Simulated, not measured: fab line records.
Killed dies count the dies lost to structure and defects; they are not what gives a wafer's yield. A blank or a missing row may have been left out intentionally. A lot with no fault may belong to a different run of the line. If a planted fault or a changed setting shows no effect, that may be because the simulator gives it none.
Split-lot trial || flow n5_finfet || route with 1938 steps; 7 lots, 21 wafers read

THE SPLIT ITSELF
At N5_BEOL_M11_COAT_22 (resist thk 90 nm), the setting spin_rpm was moved away from the recipe's 1500 rpm on 11 of the 21 wafers read, by -8.3% to +10.1%. For the rest of the wafers, this setting stayed at what the recipe calls for.

Reading taken at the split's own step.

THE READING
CAR-ArF_of_BEOL_M11_COAT_22.thk_nm (the simulator's own value, which no gauge read), in nm, at N5_BEOL_M11_COAT_22 (resist thk 90 nm). The file does not state a usual value for it. The 10 wafers here that ran the recipe average 89.9 nm, standard deviation 0.18 nm.

{"wafer": "L074.1", "tool, chamber at the split": "litho_track-05, 0", "spin_rpm as run, rpm": 1382, "against the recipe": "-7.9%", "CAR-ArF_of_BEOL_M11_COAT_22.thk_nm, nm": 93.4, "against lot-mates on the recipe": "no lot-mate on the recipe"}
{"wafer": "L074.3", "tool, chamber at the split": "litho_track-05, 0", "spin_rpm as run, rpm": 1382, "against the recipe": "-7.9%", "CAR-ArF_of_BEOL_M11_COAT_22.thk_nm, nm": 93.6, "against lot-mates on the recipe": "no lot-mate on the recipe"}
{"wafer": "L074.6", "tool, chamber at the split": "litho_track-05, 0", "spin_rpm as run, rpm": 1382, "against the recipe": "-7.9%", "CAR-ArF_of_BEOL_M11_COAT_22.thk_nm, nm": 93.6, "against lot-mates on the recipe": "no lot-mate on the recipe"}
{"wafer": "L080.1", "tool, chamber at the split": "litho_track-01, 0", "spin_rpm as run, rpm": 1554, "against the recipe": "+3.6%", "CAR-ArF_of_BEOL_M11_COAT_22.thk_nm, nm": 88.4, "against lot-mates on the recipe": -1.6}
{"wafer": "L080.2", "tool, chamber at the split": "litho_track-01, 0", "spin_rpm as run, rpm": 1500, "against the recipe": "recipe", "CAR-ArF_of_BEOL_M11_COAT_22.thk_nm, nm": 90, "against lot-mates on the recipe": "-"}
{"wafer": "L080.6", "tool, chamber at the split": "litho_track-01, 0", "spin_rpm as run, rpm": 1554, "against the recipe": "+3.6%", "CAR-ArF_of_BEOL_M11_COAT_22.thk_nm, nm": 88.6, "against lot-mates on the recipe": -1.4}
{"wafer": "L087.2", "tool, chamber at the split": "litho_track-03, 0", "spin_rpm as run, rpm": 1500, "against the recipe": "recipe", "CAR-ArF_of_BEOL_M11_COAT_22.thk_nm, nm": 90, "against lot-mates on the recipe": "-"}
{"wafer": "L087.4", "tool, chamber at the split": "litho_track-03, 0", "spin_rpm as run, rpm": 1436, "against the recipe": "-4.3%", "CAR-ArF_of_BEOL_M11_COAT_22.thk_nm, nm": 92.2, "against lot-mates on the recipe": "+2.2"}
{"wafer": "L087.5", "tool, chamber at the split": "litho_track-03, 0", "spin_rpm as run, rpm": 1436, "against the recipe": "-4.3%", "CAR-ArF_of_BEOL_M11_COAT_22.thk_nm, nm": 92.6, "against lot-mates on the recipe": "+2.6"}
{"wafer": "L090.1", "tool, chamber at the split": "litho_track-05, 0", "spin_rpm as run, rpm": 1500, "against the recipe": "recipe", "CAR-ArF_of_BEOL_M11_COAT_22.thk_nm, nm": 89.8, "against lot-mates on the recipe": "-"}
{"wafer": "L090.3", "tool, chamber at the split": "litho_track-05, 0", "spin_rpm as run, rpm": 1500, "against the recipe": "recipe", "CAR-ArF_of_BEOL_M11_COAT_22.thk_nm, nm": 89.6, "against lot-mates on the recipe": "-"}
{"wafer": "L090.6", "tool, chamber at the split": "litho_track-05, 0", "spin_rpm as run, rpm": 1500, "against the recipe": "recipe", "CAR-ArF_of_BEOL_M11_COAT_22.thk_nm, nm": 89.6, "against lot-mates on the recipe": "-"}
{"wafer": "L088.2", "tool, chamber at the split": "litho_track-03, 0", "spin_rpm as run, rpm": 1632, "against the recipe": "+8.8%", "CAR-ArF_of_BEOL_M11_COAT_22.thk_nm, nm": 86.4, "against lot-mates on the recipe": -3.7}
{"wafer": "L088.5", "tool, chamber at the split": "litho_track-03, 0", "spin_rpm as run, rpm": 1500, "against the recipe": "recipe", "CAR-ArF_of_BEOL_M11_COAT_22.thk_nm, nm": 90, "against lot-mates on the recipe": "-"}
{"wafer": "L088.6", "tool, chamber at the split": "litho_track-03, 0", "spin_rpm as run, rpm": 1500, "against the recipe": "recipe", "CAR-ArF_of_BEOL_M11_COAT_22.thk_nm, nm": 90.2, "against lot-mates on the recipe": "-"}
{"wafer": "L095.3", "tool, chamber at the split": "litho_track-03, 0", "spin_rpm as run, rpm": 1500, "against the recipe": "recipe", "CAR-ArF_of_BEOL_M11_COAT_22.thk_nm, nm": 90, "against lot-mates on the recipe": "-"}
{"wafer": "L095.4", "tool, chamber at the split": "litho_track-03, 0", "spin_rpm as run, rpm": 1500, "against the recipe": "recipe", "CAR-ArF_of_BEOL_M11_COAT_22.thk_nm, nm": 90, "against lot-mates on the recipe": "-"}
{"wafer": "L095.6", "tool, chamber at the split": "litho_track-03, 0", "spin_rpm as run, rpm": 1375, "against the recipe": "-8.3%", "CAR-ArF_of_BEOL_M11_COAT_22.thk_nm, nm": 94.2, "against lot-mates on the recipe": "+4.2"}
{"wafer": "L093.1", "tool, chamber at the split": "litho_track-03, 0", "spin_rpm as run, rpm": 1652, "against the recipe": "+10.1%", "CAR-ArF_of_BEOL_M11_COAT_22.thk_nm, nm": 85.8, "against lot-mates on the recipe": -4.0}
{"wafer": "L093.4", "tool, chamber at the split": "litho_track-03, 0", "spin_rpm as run, rpm": 1652, "against the recipe": "+10.1%", "CAR-ArF_of_BEOL_M11_COAT_22.thk_nm, nm": 85.4, "against lot-mates on the recipe": -4.4}
{"wafer": "L093.6", "tool, chamber at the split": "litho_track-03, 0", "spin_rpm as run, rpm": 1500, "against the recipe": "recipe", "CAR-ArF_of_BEOL_M11_COAT_22.thk_nm, nm": 89.8, "against lot-mates on the recipe": "-"}

FIT RESULTS
A straight line over all 21 wafers: CAR-ArF_of_BEOL_M11_COAT_22.thk_nm changes by -0.45 nm for each +1% of spin_rpm; r = -0.99; the points scatter about the line by 0.28 nm.
The same after taking each lot's own level away (the mean of its wafers on the recipe; 18 wafers): -0.451 nm for each +1%; r = -0.99; scatter 0.23 nm.
That fit puts the effect of the largest move of spin_rpm on the reading at 4.6 nm.
The span of the lots' own levels, 89.67 to 90.10 nm, comes to 2.4 times the standard deviation stated above.
Hence the lot-to-lot level has little effect on the slope; both slopes agree.
Check: with one of the wafers moved furthest among these (+10.1%) left out of the fit, the line predicts -4.57 nm for it against its lot-mates. Against them it came out at -4 nm.

FURTHER SPLITS ON THESE WAFERS
Note: prior to the reading, these wafers also went through further splits. Each is held against what the fit with the lots' levels taken away leaves over:
{"other split on the same wafers": "N5_BEOL_M7_DESCUM_33 time_s", "wafers away from the commonest value": 6, "r with CAR-ArF_of_BEOL_M11_COAT_22.thk_nm (lot level and that fit taken away)": -0.09}
{"other split on the same wafers": "N5_BEOL_M7_TRENCH_ETCH_37 bias_w", "wafers away from the commonest value": 7, "r with CAR-ArF_of_BEOL_M11_COAT_22.thk_nm (lot level and that fit taken away)": -0.04}
{"other split on the same wafers": "N5_BEOL_M8_EXPOSE_25 dose_mj", "wafers away from the commonest value": 4, "r with CAR-ArF_of_BEOL_M11_COAT_22.thk_nm (lot level and that fit taken away)": -0.01}
{"other split on the same wafers": "N5_BEOL_M9_TRENCH_ETCH_37 bias_w", "wafers away from the commonest value": 3, "r with CAR-ArF_of_BEOL_M11_COAT_22.thk_nm (lot level and that fit taken away)": -0.49}
{"other split on the same wafers": "N5_BEOL_M10_COAT_63 spin_rpm", "wafers away from the commonest value": 7, "r with CAR-ArF_of_BEOL_M11_COAT_22.thk_nm (lot level and that fit taken away)": "+0.25"}
{"other split on the same wafers": "N5_BEOL_M10_COAT_64 spin_rpm", "wafers away from the commonest value": 7, "r with CAR-ArF_of_BEOL_M11_COAT_22.thk_nm (lot level and that fit taken away)": "+0.22"}
{"other split on the same wafers": "N5_BEOL_M11_ETCH_62 bias_w", "wafers away from the commonest value": 7, "r with CAR-ArF_of_BEOL_M11_COAT_22.thk_nm (lot level and that fit taken away)": -0.09}

FILE'S OWN FIT
CAR-ArF_of_BEOL_M11_COAT_22.thk_nm changes by -0.448 nm for each +1% of spin_rpm, r = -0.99.
